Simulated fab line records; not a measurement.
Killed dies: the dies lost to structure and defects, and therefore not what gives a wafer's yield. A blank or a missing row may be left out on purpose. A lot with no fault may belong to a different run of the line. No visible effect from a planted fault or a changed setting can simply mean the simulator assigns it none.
fab line records	flow n5Finfet
record: lots: 7	wafers: 21
route steps=1938 shown SD_EPI_P@321 SD_ACTIVATION@330 HKMG_FIN@424 GATE_CUT@478 MOL_CONTACT_COAG@563 BEOL_M0_SAQP@636
startH: the number of hours between the record's first day and the start of the first shown wafer of the lot	waitH: hours elapsed since this lot's preceding step	" the same as in the row above	L1.1+2: a row that stands for several wafers	- either no value or no given start	* or withheld: withheld	< > ~ a bound
route shown NAME@n: names a module that has steps shown in the file, with the first one's number in the route	usual: average and standard deviation across the fault-free wafers	same: alike in all rows	chamber/n: place in a boat	sites: each site's reading	_std_site: standard deviation across them	_edge_site: inner sites' mean taken away from outer sites' mean	radiusMm: how far each site lies from the wafer's centre	mask NAME#n: copy n	behind: the last tool/chamber to shape the wafer	hold: the reason the lot was held/the length of the hold in hours/how it ended	device: the n, p or np transistor that did not switch	end of line: the same wafers' tests at the end of the route	where a step has no rows: the recipe by itself	killed: count of dies lost to structure and defects at first sort (not the wafer's yield)	map: the dies of a wafer, with x for killed, . for not killed, _ for no die there
set.NAME: the run value of the setting; set.NAME@STEP: its run value at that earlier step	model.NAME: the simulator's own value behind a step, which no gauge read
lots with deliberately changed settings; one table per step, one row per wafer
== steps ==
step: N5_SD_EPI_P_EPI_21
recipe: material: SiGe:B	dopant: B	tempC: 550	pressureTorr: 20	ambient: H2	timeS: 355
lot.wafer	tool	chamber	startH	waitH	set.timeS	model.SiGe-B_of_SD_EPI_P_EPI_21.thkNm
L074.1	epiRpcvd-04	0	60.00	0.2	390.1	65
L074.2	"	0	"	"	390.1	65.2
L074.6	"	0	62.40	2.4	355	60.8
L076.1+3	epiRpcvd-03	0	69.04	0.1	355	60.6
L076.2	"	0	"	"	355	60.2
L082.1	epiRpcvd-03	0	102.63	0.1	355	59.8
L082.4	"	0	103.71	1.1	355	60.2
L082.6	"	0	"	"	355	59.6
L087.4+5	epiRpcvd-02	0	134.45	1.1	291.1	54.4
L087.6	"	0	"	"	355	62.2
L089.1	epiRpcvd-02	0	145.07	0.1	355	60.2
L089.2	"	0	"	"	333.8	57.4
L089.4	"	0	"	"	333.8	57.2
L094.1	epiRpcvd-02	0	173.80	0.1	355	62.2
L094.3	"	0	"	"	355	62
L094.5	"	0	"	"	355	61.8
L095.2	epiRpcvd-04	0	186.33	1.1	355	61.2
L095.4	"	0	188.04	2.7	355	62.2
L095.6	"	0	189.75	4.3	355	61.8
step: N5_SD_EPI_P_EPI_MEAS_23
recipe: mode: xrd
usual: thkNm: 60.9/1.3
lot.wafer	tool	chamber	startH	waitH	set.timeS@SD_EPI_P_EPI_21	thkNm
L074.1	filmMetro-02	-	62.91	2.4	390.1	65.9
L074.2	"	-	"	"	390.1	67.2
L074.6	"	-	"	"	355	59.6
L076.1	filmMetro-02	-	71.26	1.9	355	61.5
L076.2	"	-	"	"	355	57.2
L076.3	"	-	"	"	355	60.8
L082.1	filmMetro-02	-	104.82	1.8	355	61.2
L082.4	"	-	"	"	355	59.9
L082.6	"	-	"	"	355	58.8
L087.4	filmMetro-01	-	135.59	0.8	291.1	54.2
L087.5	"	-	"	"	291.1	54.4
L087.6	"	-	"	"	355	62.0
L089.1	filmMetro-01	-	147.28	1.9	355	58.7
L089.2	"	-	"	"	333.8	56.0
L089.4	"	-	"	"	333.8	58.2
L094.1	filmMetro-01	-	176.00	1.8	355	62.2
L094.3	"	-	"	"	355	62.6
L094.5	"	-	"	"	355	60.2
L095.2	filmMetro-01	-	190.64	3.5	355	61.2
L095.4	"	-	"	"	355	61.4
L095.6	"	-	"	"	355	62.1
step: N5_SD_EPI_P_HM_STRIP_48
recipe: chemistry: H3PO4	tempC: 160	material: SiNx	target: SiNx	targetDepthA: 30	overetchFraction: 0.3
lot.wafer	tool	chamber	startH	waitH	set.timeS@SD_EPI_P_EPI_21	model.SiGe-B_of_SD_EPI_P_EPI_21.thkNm
L074.1	wetBench-04	3	62.95	0.0	390.1	64.6
L074.2	"	4	"	"	390.1	64.8
L074.6	"	6	"	"	355	60.4
L076.1+3	wetBench-05	2,1	71.29	0.0	355	60.4
L076.2	"	0	"	"	355	59.8
L082.1	wetBench-04	2	104.86	0.0	355	59.6
L082.4	"	7	"	"	355	59.8
L082.6	"	5	"	"	355	59.2
L087.4+5	wetBench-02	5,6	135.62	0.0	291.1	54.2
L087.6	"	0	"	"	355	61.8
L089.1	wetBench-02	7	147.32	0.0	355	60
L089.2+4	"	3,2	"	"	333.8	57
L094.1	wetBench-02	4	176.03	0.0	355	62
L094.3	"	6	"	"	355	61.8
L094.5	"	2	"	"	355	61.4
L095.2	wetBench-02	1	190.67	0.0	355	61
L095.4	"	7	"	"	355	62
L095.6	"	6	"	"	355	61.6
step: N5_SD_EPI_P_SRD_49
recipe: dry: ipaMarangoni	timeS: 30	tempC: 23	rinseLiquid: diw
step: N5_SD_EPI_P_PRECLEAN_24
recipe: chemistry: O3/DIW	timeS: 45	tempC: 22	o3Ppm: 10
step: N5_SD_ACTIVATION_RTA_00
recipe: tempC: 975	timeS: 0	ambient: N2	idleTempC: 600	rampUpCPerS: 150	rampDownCPerS: 60	coolToC: 600
step: N5_SD_ACTIVATION_LSA_01
recipe: tempC: 1080	timeS: 0.0008	ambient: N2
step: N5_SD_ACTIVATION_RS_MEAS_03
recipe: thkMeasGauge: four-point-probe
usual: RS_SD_N: 21.9/0.32	RS_SD_P: 56.2/0.95
lot.wafer	tool	chamber	startH	waitH	set.tempC@SD_EPI_N_EPI_21	set.timeS@SD_EPI_P_EPI_21	RS_SD_N[ohm/sq]	RS_SD_P[ohm/sq]
L074.1	filmMetro-01	-	63.63	0.2	680	390.1	21.8	52.8
L074.2	"	-	"	"	680	390.1	21.7	52.8
L074.6	"	-	"	"	680	355	21.5	56.9
L076.1	filmMetro-02	-	71.89	0.2	675.3	355	23.2	56.3
L076.2	"	-	"	"	680	355	21.8	56.5
L076.3	"	-	"	"	675.3	355	23.4	56.4
L082.1	filmMetro-02	-	105.54	0.2	680	355	21.2	57.4
L082.4	"	-	"	"	680	355	21.4	57.3
L082.6	"	-	"	"	680	355	21.3	58.2
L087.4	filmMetro-02	-	136.27	0.2	680	291.1	22.4	62.4
L087.5	"	-	"	"	682.4	291.1	21.3	62.7
L087.6	"	-	"	"	682.4	355	21.4	54.4
L089.1	filmMetro-01	-	147.90	0.2	675.8	355	23.1	56.6
L089.2	"	-	"	"	675.8	333.8	23.5	59.0
L089.4	"	-	"	"	680	333.8	21.7	59.3
L094.1	filmMetro-01	-	176.63	0.2	682.8	355	21.1	55.4
L094.3	"	-	"	"	680	355	21.9	55.6
L094.5	"	-	"	"	680	355	21.9	55.8
L095.2	filmMetro-02	-	192.45	0.2	675.6	355	23.3	55.7
L095.4	"	-	"	"	680	355	22.1	54.8
L095.6	"	-	"	"	680	355	22.3	55.1
step: N5_HKMG_FIN_COAT_06
recipe: resist: CAR-ArF	spinRpm: 1500	resistThkNm: 90
lot.wafer	tool	chamber	startH	waitH	set.spinRpm	model.CAR-ArF_of_HKMG_FIN_COAT_06.thkNm
L074.1	lithoTrack-05	0	-	-	1578	87.8
L074.2	"	0	"	"	1578	88.2
L074.6	"	0	"	"	1500	90
L076.1	lithoTrack-05	0	-	-	1376	93.8
L076.2	"	0	"	"	1500	90
L076.3	"	0	"	"	1500	90.2
L082.1	lithoTrack-01	0	-	-	1500	90.6
L082.4	"	0	"	"	1500	90.4
L082.6	"	0	"	"	1500	90
L087.4	lithoTrack-02	0	-	-	1416	92.8
L087.5	"	0	"	"	1416	93
L087.6	"	0	"	"	1416	92.6
L089.1	lithoTrack-01	0	-	-	1657	85.6
L089.2	"	0	"	"	1657	85.4
L089.4	"	0	"	"	1500	89.8
L094.1	lithoTrack-05	0	-	-	1395	93
L094.3	"	0	"	"	1500	89.8
L094.5	"	0	"	"	1395	92.8
L095.2+4	lithoTrack-05	0	-	-	1500	90
L095.6	"	0	"	"	1457	91.4
step: N5_GATE_CUT_COAT_34
recipe: resist: SOC	tempC: 250	timeS: 60	spinRpm: 1500	resistThkNm: 60
lot.wafer	tool	chamber	startH	waitH	set.spinRpm	model.SOC_of_GATE_CUT_COAT_34.thkNm
L074.1	lithoTrack-04	0	88.55	0.0	1500	60.2
L074.2+6	"	0	"	"	1588	58.6
L076.1	lithoTrack-03	0	97.51	0.0	1500	60.2
L076.2	"	0	"	"	1500	60.4
L076.3	"	0	"	"	1407	62.4
L082.1+6	lithoTrack-04	0	130.26	0.0	1500	60.2
L082.4	"	0	"	"	1500	60
L087.4+6	lithoTrack-03	0	160.51	0.0	1388	62.4
L087.5	"	0	"	"	1500	60
L089.1	lithoTrack-04	0	172.19	0.1	1612	57.6
L089.2	"	0	"	"	1500	60
L089.4	"	0	"	"	1612	57.8
L094.1+3	lithoTrack-01	0	201.96	0.1	1500	59.8
L094.5	"	0	"	"	1624	57.8
L095.2	lithoTrack-03	0	216.24	0.0	1342	63.4
L095.4+6	"	0	"	"	1500	60.2
step: N5_GATE_CUT_EXPOSE_10
recipe: maskId: GATE_CUT	na: 0.33	sourceShape: annular	sigmaInner: 0.35	sigmaOuter: 0.8	polarization: unpolarized	targetCdNm: 20	doseMj: 43.25
lot.wafer	tool	chamber	startH	waitH	mask	set.doseMj
L074.1+6	euvScanner-01	0	88.81	-	GATE_CUT#0	43.25
L074.2	"	0	"	"	GATE_CUT#0	41.61
L076.1+3	euvScanner-02	0	97.65	-	GATE_CUT#0	45.17
L076.2	"	0	"	"	GATE_CUT#0	43.25
L082.1+4+6	euvScanner-02	0	130.40	-	GATE_CUT#0	43.25
L087.4+5+6	euvScanner-02	0	160.79	-	GATE_CUT#0	43.25
L089.1+2+4	euvScanner-01	0	172.45	-	GATE_CUT#0	43.25
L094.1+3+5	euvScanner-01	0	202.10	-	GATE_CUT#0	43.25
L095.2+6	euvScanner-01	0	216.38	-	GATE_CUT#0	43.25
L095.4	"	0	"	"	GATE_CUT#0	42.01
step: N5_GATE_CUT_PEB_11
recipe: pebTempC: 100	pebTimeS: 60	resist: CAR-EUV
step: N5_GATE_CUT_DEVELOP_12
recipe: developTimeS: 30	developer: TMAH	resist: CAR-EUV	rinseLiquid: surfactantRinse	dry: airSpin	devTempC: 23
step: N5_GATE_CUT_DESCUM_18
recipe: chemistry: O2	timeS: 7	sourcePowerW: 50	biasPowerW: 20	pressureMtorr: 20	rfFrequencyHz: 2.712e+07	tempC: 40	resist: CAR-EUV	o2FlowSccm: 225
lot.wafer	tool	chamber	startH	waitH	set.doseMj@GATE_CUT_EXPOSE_10	model.GATE_CUT.cdNm
L074.1+6	rieDiel-04	2	89.08	0.0	43.25	20.2
L074.2	"	0	"	"	41.61	19.2
L076.1+3	rieDiel-03	3,0	97.91	0.0	45.17	20.8
L076.2	"	2	"	"	43.25	19.8
L082.1	rieDiel-06	1	130.66	0.0	43.25	20
L082.4	"	2	"	"	43.25	19.8
L082.6	"	3	"	"	43.25	20.2
L087.4+5+6	rieDiel-06	0,1,0	161.03	0.0	43.25	20
L089.1+2+4	rieDiel-04	1,0,1	172.71	0.0	43.25	20
L094.1+3+5	rieDiel-06	3,2,3	202.35	0.0	43.25	20.2
L095.2+6	rieDiel-04	1,0	216.63	0.0	43.25	20
L095.4	"	3	"	"	42.01	19.4
step: N5_GATE_CUT_ETCH_28
recipe: chemistry: N2/H2	target: underlayer	targetDepthA: 130	maskMaterial: CAR-EUV	timeS: 10.4	ionEnergyEv: 200	pressureMtorr: 30	sourceW: 840	biasW: 150	n2FlowSccm: 200	h2FlowSccm: 200	ends: cleared
step: N5_GATE_CUT_ETCH_36
recipe: chemistry: CF4	target: SiARC	targetDepthA: 130	maskMaterial: CAR-EUV	timeS: 21.7	ionEnergyEv: 80	pressureMtorr: 40	sourceW: 545	biasW: 36	Ar_flow_sccm: 100	cf4FlowSccm: 100	ends: cleared
lot.wafer	tool	chamber	startH	waitH	set.doseMj@GATE_CUT_EXPOSE_10	model.GATE_CUT.cdNm
L074.1+6	rieDiel-04	2	89.13	0.0	43.25	20
L074.2	"	0	"	"	41.61	19.2
L076.1+3	rieDiel-03	3,0	97.96	0.0	45.17	20.8
L076.2	"	2	"	"	43.25	19.8
L082.1+6	rieDiel-06	1,3	130.71	0.0	43.25	20
L082.4	"	2	"	"	43.25	19.8
L087.4+5+6	rieDiel-06	0,1,0	161.08	0.0	43.25	20
L089.1+2+4	rieDiel-04	1,0,1	172.76	0.0	43.25	20
L094.1+5	rieDiel-06	3	202.41	0.0	43.25	20
L094.3	"	2	"	"	43.25	20.2
L095.2	rieDiel-04	1	216.68	0.0	43.25	20.2
L095.4	"	3	"	"	42.01	19.4
L095.6	"	0	"	"	43.25	20
step: N5_GATE_CUT_ETCH_37
recipe: chemistry: N2/H2	target: SOC	targetDepthA: 600	overetchA: 120	maskMaterial: SiARC	tempC: 40	timeS: 90	ionEnergyEv: 200	pressureMtorr: 30	sourceW: 840	biasW: 150	n2FlowSccm: 200	h2FlowSccm: 200
lot.wafer	tool	chamber	startH	waitH	set.spinRpm@GATE_CUT_COAT_34	model.etch.depthNm
L074.1	rieDiel-04	2	89.16	0.0	1500	60.16
L074.2	"	0	"	"	1588	58.68
L074.6	"	2	"	"	1588	58.63
L076.1	rieDiel-03	3	97.99	0.0	1500	60.27
L076.2	"	2	"	"	1500	60.4
L076.3	"	0	"	"	1407	62.41
L082.1	rieDiel-06	1	130.74	0.0	1500	60.14
L082.4	"	2	"	"	1500	60.03
L082.6	"	3	"	"	1500	60.19
L087.4	rieDiel-06	0	161.11	0.0	1388	62.46
L087.5	"	1	"	"	1500	59.99
L087.6	"	0	"	"	1388	62.32
L089.1	rieDiel-04	1	172.79	0.0	1612	57.67
L089.2	"	0	"	"	1500	59.95
L089.4	"	1	"	"	1612	57.73
L094.1	rieDiel-06	3	202.43	0.0	1500	59.84
L094.3	"	2	"	"	1500	59.87
L094.5	"	3	"	"	1624	57.78
L095.2	rieDiel-04	1	216.71	0.0	1342	63.49
L095.4	"	3	"	"	1500	60.2
L095.6	"	0	"	"	1500	60.22
step: N5_GATE_CUT_STRIP_38
recipe: chemistry: N2/H2	tempC: 40	n2FlowSccm: 200	h2FlowSccm: 200	rfFrequencyHz: 6e+07
step: N5_GATE_CUT_STRIP_39
recipe: chemistry: N2/H2	tempC: 40	n2FlowSccm: 200	h2FlowSccm: 200	rfFrequencyHz: 6e+07
step: N5_GATE_CUT_HM_OPEN_40
recipe: chemistry: C4F6/O2	target: SiO2	maskMaterial: SiARC	targetDepthA: 1390	timeS: 85.1	ionEnergyEv: 250	pressureMtorr: 30	sourceW: 345	biasW: 185	Ar_flow_sccm: 300	C4F6_flow_sccm: 10	O2_flow_sccm: 10	ends: cleared
lot.wafer	tool	chamber	startH	waitH	set.spinRpm@GATE_CUT_COAT_34	set.doseMj@GATE_CUT_EXPOSE_10	model.GATE_CUT.cdNm	model.SOC_of_GATE_CUT_COAT_34.thkNm
L074.1	rieDiel-04	2	89.24	0.0	1500	43.25	20.2	32.2
L074.2	"	0	"	"	1588	41.61	19.4	31.8
L074.6	"	2	"	"	1588	43.25	20.2	30.8
L076.1	rieDiel-03	3	98.07	0.0	1500	45.17	20.8	32.6
L076.2	"	2	"	"	1500	43.25	19.8	33.4
L076.3	"	0	"	"	1407	45.17	20.8	35
L082.1	rieDiel-06	1	130.82	0.0	1500	43.25	20	33.4
L082.4	"	2	"	"	1500	43.25	19.8	33
L082.6	"	3	"	"	1500	43.25	20.2	32.8
L087.4	rieDiel-06	0	161.19	0.0	1388	43.25	20.2	34.4
L087.5	"	1	"	"	1500	43.25	20.2	32.4
L087.6	"	0	"	"	1388	43.25	20	34.6
L089.1+4	rieDiel-04	1	172.87	0.0	1612	43.25	20	30.2
L089.2	"	0	"	"	1500	43.25	20	32.4
L094.1	rieDiel-06	3	202.52	0.0	1500	43.25	20.2	32.6
L094.3	"	2	"	"	1500	43.25	20	32.2
L094.5	"	3	"	"	1624	43.25	20.2	30.4
L095.2	rieDiel-04	1	216.79	0.0	1342	43.25	20	36.8
L095.4	"	3	"	"	1500	42.01	19.6	32.8
L095.6	"	0	"	"	1500	43.25	20.2	33
step: N5_GATE_CUT_CUT_ETCH_54
recipe: chemistry: Cl2/BCl3	target: TiN	maskMaterial: SiO2	targetDepthA: 967	pressureMtorr: 10	icpW: 1000	biasW: 126	Cl2_flow_sccm: 53.25	bcl3FlowSccm: 21.75	Ar_flow_sccm: 25	ends: cleared
lot.wafer	tool	chamber	startH	waitH	set.Cl2_flow_sccm
L074.1+6	rieMetal-01	0,1	89.53	0.0	53.25
L074.2	"	1	"	"	41.37
L076.1+2+3	rieMetal-03	1,0,0	98.36	0.0	53.25
L082.1+4+6	rieMetal-03	0,1,1	131.11	0.0	53.25
L087.4	rieMetal-01	0	161.50	0.0	56.37
L087.5+6	"	1,0	"	"	53.25
L089.1+2+4	rieMetal-01	1,0,1	173.16	0.0	53.25
L094.1+3	rieMetal-03	1	202.81	0.0	53.25
L094.5	"	1	"	"	45.97
L095.2+4+6	rieMetal-03	0,1,1	217.08	0.0	53.25
step: N5_GATE_CUT_CUT_ETCH_55
recipe: chemistry: BCl3	target: HfO2	maskMaterial: SiO2	targetDepthA: 32	ionEnergyEv: 30	pressureMtorr: 5	icpW: 450	biasW: 18	bcl3FlowSccm: 80
step: N5_GATE_CUT_ETCH_47
recipe: chemistry: Cl2/BCl3	target: SiO2	targetDepthA: 100	pressureMtorr: 10	icpW: 1000	biasW: 126	Cl2_flow_sccm: 53.25	bcl3FlowSccm: 21.75	Ar_flow_sccm: 25
lot.wafer	tool	chamber	startH	waitH	set.doseMj@GATE_CUT_EXPOSE_10	model.GATE_CUT.cdNm
L074.1	rieMetal-01	0	89.62	0.0	43.25	19.8
L074.2	"	1	"	"	41.61	19
L074.6	"	1	"	"	43.25	20
L076.1	rieMetal-03	1	98.45	0.0	45.17	21
L076.2	"	0	"	"	43.25	20
L076.3	"	0	"	"	45.17	20.8
L082.1	rieMetal-03	0	131.20	0.0	43.25	20.4
L082.4+6	"	1	"	"	43.25	20.2
L087.4	rieMetal-01	0	161.58	0.0	43.25	19.8
L087.5	"	1	"	"	43.25	20.4
L087.6	"	0	"	"	43.25	20
L089.1+2	rieMetal-01	1,0	173.25	0.0	43.25	20.2
L089.4	"	1	"	"	43.25	20
L094.1+5	rieMetal-03	1	202.90	0.0	43.25	20.2
L094.3	"	1	"	"	43.25	20.4
L095.2	rieMetal-03	0	217.17	0.0	43.25	20.2
L095.4	"	1	"	"	42.01	19.4
L095.6	"	1	"	"	43.25	20.6
step: N5_MOL_CONTACT_COAG_PECVD_31
recipe: material: SiO2	targetThkA: 460	tempC: 400	precursor: TEOS/O2	pressureTorr: 6.5	rfW: withheld	teosFlowSccm: withheld	gas: O2	flowSccm: 2650	timeS: 8.9
lot.wafer	tool	chamber	startH	waitH	set.timeS	model.SiO2_of_MOL_CONTACT_COAG_PECVD_31.thkNm
L074.1	pecvd-02	0	104.08	0.3	8.9	45.6
L074.2	"	1	"	"	8.9	45.2
L074.6	"	2	"	"	8.9	46.8
L076.1	pecvd-02	2	111.67	0.3	9.899	50.2
L076.2	"	1	"	"	9.899	50.4
L076.3	"	1	"	"	8.9	46.6
L082.1	pecvd-01	1	145.97	0.3	8.9	45.4
L082.4	"	0	"	"	8.9	45.6
L082.6	"	1	"	"	8.9	46.4
L087.4	pecvd-04	0	172.89	0.3	7.826	40.2
L087.5	"	2	"	"	7.826	39.8
L087.6	"	1	"	"	8.9	45
L089.1+2	pecvd-02	0,2	186.21	0.3	8.9	45.4
L089.4	"	1	"	"	9.507	48.8
L094.1	pecvd-01	1	214.96	0.3	8.9	44.6
L094.3	"	2	"	"	8.9	45.6
L094.5	"	1	"	"	9.895	51
L095.2	pecvd-04	0	230.13	0.3	8.9	46
L095.4	"	1	"	"	8.9	46.4
L095.6	"	1	"	"	8.9	45.8
step: N5_MOL_CONTACT_COAG_COAT_75
recipe: resist: SOC	tempC: 250	timeS: 60	spinRpm: 1500	resistThkNm: 60
step: N5_MOL_CONTACT_COAG_COAT_76
recipe: resist: SiARC	tempC: 220	timeS: 60	spinRpm: 1500	resistThkNm: 10
step: N5_MOL_CONTACT_COAG_ETCHBACK_135
recipe: chemistry: CHF3	target: SiO2	targetDepthA: 250	timeS: 16.7	ionEnergyEv: 200	pressureMtorr: 30	sourceW: 610	biasW: 170	Ar_flow_sccm: 200	CHF3_flow_sccm: 50
step: N5_MOL_CONTACT_COAG_STRIP_118
recipe: chemistry: CHF3	resist: SiARC	rfFrequencyHz: 6e+07
step: N5_MOL_CONTACT_COAG_VIA_ETCH_46
recipe: chemistry: C4F6/O2	targetDepthA: 460	overetchA: 92	maskMaterial: SOC	target: SiO2	biasW: 455	pressureMtorr: 10	timeS: 40	sourceW: 325	Ar_flow_sccm: 300	C4F6_flow_sccm: 10	O2_flow_sccm: 10	ionEnergyEv: 575.3	ends: endPoint
lot.wafer	tool	chamber	startH	waitH	set.timeS@MOL_CONTACT_COAG_PECVD_31	model.etch.depthNm
L074.1	rieDiel-01	2	105.40	0.0	8.9	45.58
L074.2	"	0	"	"	8.9	45.25
L074.6	"	0	"	"	8.9	46.86
L076.1	rieDiel-05	2	112.62	0.0	9.899	50.3
L076.2	"	3	"	"	9.899	50.32
L076.3	"	0	"	"	8.9	46.63
L082.1	rieDiel-05	3	147.02	0.0	8.9	45.34
L082.4	"	1	"	"	8.9	45.59
L082.6	"	3	"	"	8.9	46.41
L087.4	rieDiel-02	2	174.20	0.0	7.826	40.14
L087.5	"	3	"	"	7.826	39.84
L087.6	"	1	"	"	8.9	45.05
L089.1	rieDiel-01	1	187.80	0.0	8.9	45.49
L089.2	"	0	"	"	8.9	45.43
L089.4	"	3	"	"	9.507	48.83
L094.1	rieDiel-02	2	216.80	0.0	8.9	44.64
L094.3	"	1	"	"	8.9	45.6
L094.5	"	2	"	"	9.895	51.04
L095.2	rieDiel-02	3	231.19	0.0	8.9	45.93
L095.4	"	1	"	"	8.9	46.35
L095.6	"	0	"	"	8.9	45.72
step: N5_BEOL_M0_SAQP_PECVD_96
recipe: material: a-Si	targetThkA: 450	tempC: 350	precursor: SiH4/He	pressureTorr: 3	rfW: 100	timeS: 45.2
lot.wafer	tool	chamber	startH	waitH	set.timeS	model.a-Si_of_BEOL_M0_SAQP_PECVD_96.thkNm
L074.1	pecvd-04	1	112.07	0.0	48.86	48
L074.2	"	0	"	"	45.2	45.6
L074.6	"	2	"	"	48.86	48.8
L076.1	pecvd-03	0	119.98	0.0	42.56	43
L076.2+3	"	2,1	"	"	45.2	45.4
L082.1	pecvd-04	0	154.69	0.0	45.2	44.6
L082.4	"	1	"	"	45.2	44.8
L082.6	"	0	"	"	45.2	45.2
L087.4	pecvd-01	2	181.32	0.0	45.2	45.2
L087.5	"	1	"	"	45.2	45
L087.6	"	0	"	"	39.88	39.8
L089.1	pecvd-01	0	194.65	0.0	45.2	44.6
L089.2	"	1	"	"	45.2	44.8
L089.4	"	1	"	"	50.18	50.2
L094.1	pecvd-04	1	226.74	0.0	45.2	44.6
L094.3	"	1	"	"	45.2	45.6
L094.5	"	0	"	"	45.2	45
L095.2	pecvd-01	2	237.83	0.0	45.2	45
L095.4	"	0	"	"	45.2	45.6
L095.6	"	0	"	"	45.2	45.8
== key ==
split: step: N5_SD_EPI_P_EPI_21	setting: timeS	stated: 355	by: wafer
response: step: N5_SD_EPI_P_EPI_21	reading: model.SiGe-B_of_SD_EPI_P_EPI_21.thkNm	change: +0.438	per: 1%	r: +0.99
response: step: N5_SD_EPI_P_EPI_MEAS_23	reading: thkNm	change: *	per: 1%	r: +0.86
response: step: N5_SD_EPI_P_HM_STRIP_48	reading: model.SiGe-B_of_SD_EPI_P_EPI_21.thkNm	change: +0.431	per: 1%	r: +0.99
response: step: N5_SD_ACTIVATION_RS_MEAS_03	reading: RS_SD_P	change: -0.44	per: 1%	r: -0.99
split: step: N5_HKMG_FIN_COAT_06	setting: spinRpm	stated: 1500	by: wafer
response: step: N5_HKMG_FIN_COAT_06	reading: model.CAR-ArF_of_HKMG_FIN_COAT_06.thkNm	change: -0.426	per: 1%	r: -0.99
split: step: N5_GATE_CUT_COAT_34	setting: spinRpm	stated: 1500	by: wafer
response: step: N5_GATE_CUT_COAT_34	reading: model.SOC_of_GATE_CUT_COAT_34.thkNm	change: -0.296	per: 1%	r: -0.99
response: step: N5_GATE_CUT_ETCH_37	reading: model.etch.depthNm	change: -0.297	per: 1%	r: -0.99
response: step: N5_GATE_CUT_HM_OPEN_40	reading: model.SOC_of_GATE_CUT_COAT_34.thkNm	change: -0.295	per: 1%	r: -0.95
split: step: N5_GATE_CUT_EXPOSE_10	setting: doseMj	stated: 43.25	by: wafer
response: step: N5_GATE_CUT_DESCUM_18	reading: model.GATE_CUT.cdNm	change: +0.235	per: 1%	r: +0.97
response: step: N5_GATE_CUT_ETCH_36	reading: model.GATE_CUT.cdNm	change: +0.224	per: 1%	r: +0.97
response: step: N5_GATE_CUT_HM_OPEN_40	reading: model.GATE_CUT.cdNm	change: +0.211	per: 1%	r: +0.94
response: step: N5_GATE_CUT_ETCH_47	reading: model.GATE_CUT.cdNm	change: +0.243	per: 1%	r: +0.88
split: step: N5_GATE_CUT_CUT_ETCH_54	setting: Cl2_flow_sccm	stated: 53.25	by: wafer
response none clear
split: step: N5_MOL_CONTACT_COAG_PECVD_31	setting: timeS	stated: 8.9	by: wafer
response: step: N5_MOL_CONTACT_COAG_PECVD_31	reading: model.SiO2_of_MOL_CONTACT_COAG_PECVD_31.thkNm	change: +0.431	per: 1%	r: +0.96
response: step: N5_MOL_CONTACT_COAG_VIA_ETCH_46	reading: model.etch.depthNm	change: +0.432	per: 1%	r: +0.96
split: step: N5_BEOL_M0_SAQP_PECVD_96	setting: timeS	stated: 45.2	by: wafer
response: step: N5_BEOL_M0_SAQP_PECVD_96	reading: model.a-Si_of_BEOL_M0_SAQP_PECVD_96.thkNm	change: +0.444	per: 1%	r: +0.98
split outsideThisFile step=N5_SD_EPI_N_EPI_21 setting=tempC
split outsideThisFile: this setting was split too, and the file shows its column; the key of that split is in another file
